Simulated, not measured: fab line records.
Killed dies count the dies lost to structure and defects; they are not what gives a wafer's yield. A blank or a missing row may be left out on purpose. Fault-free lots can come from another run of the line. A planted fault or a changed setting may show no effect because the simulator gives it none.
Matching of chambers    flow n5Finfet    pecvd-04 running N5_BEOL_M4_PECVD_72: 3 sister chambers
The step deposits SiO2 from TEOS/O2, target thk 16 nm, time 18 s. 14 wafers are shown with their chamber, then 7 later ones without.

WAFERS PAIRED WITH THEIR CHAMBERS
wafer   chamber  throttleValvePct (%)  showerheadPlenumPTorr (Torr)  heaterPowerW (W)
L077.2  0        21.7                  8.85                          676
L077.4  2        21.6                  8.76                          788
L077.5  1        24.4                  8.74                          820
L087.1  0        21.4                  8.81                          643
L087.2  1        24.4                  8.77                          736
L087.5  0        21.8                  8.81                          652
L086.1  1        24.3                  8.74                          768
L086.5  1        24.5                  8.76                          775
L086.6  2        21.8                  8.75                          747
L091.3  1        24.5                  8.78                          778
L091.5  0        21.8                  8.81                          578
L091.6  2        21.9                  8.74                          832
L095.3  0        21.6                  8.82                          588
L095.5  0        21.6                  8.83                          569

SIGNATURES (means of the wafers above)
reading                chamber 0  chamber 1  chamber 2  scatter within a chamber
throttleValvePct       21.650     24.420     21.767     0.131
showerheadPlenumPTorr  8.8217     8.7580     8.7500     0.0158
heaterPowerW           617.67     775.40     789.00     39.6
Rule: for each reading, subtract the chamber's mean from the wafer's reading, divide by that reading's scatter and square the result; add these up over the readings and take the root, which gives the wafer's distance from the chamber. If the next closest chamber is less than 2 further off than the closest, the wafer can't be placed; otherwise it belongs to the closest. How the scatter is found: for the shown wafers, subtract from each reading the mean of its chamber, square and add these, divide the total by (wafers less chambers), then take the root.

WAFERS WITH NO CHAMBER GIVEN
wafer   throttleValvePct (%)  showerheadPlenumPTorr (Torr)  heaterPowerW (W)
L095.6  21.9                  8.75                          803
L094.1  24.4                  8.76                          692
L094.4  24.3                  8.77                          711
L094.5  21.4                  8.80                          620
L097.4  24.2                  8.75                          670
L097.5  21.8                  8.75                          795
L097.6  21.7                  8.78                          564

WHICH CHAMBER EACH WENT THROUGH
wafer   from the rows above  in truth
L095.6  2                    2
L094.1  1                    1
L094.4  1                    1
L094.5  0                    0
L097.4  1                    1
L097.5  2                    2
L097.6  0                    0
Correct placement for 7 of the 7. Not placeable from these rows: 0. Wrongly placed: 0.
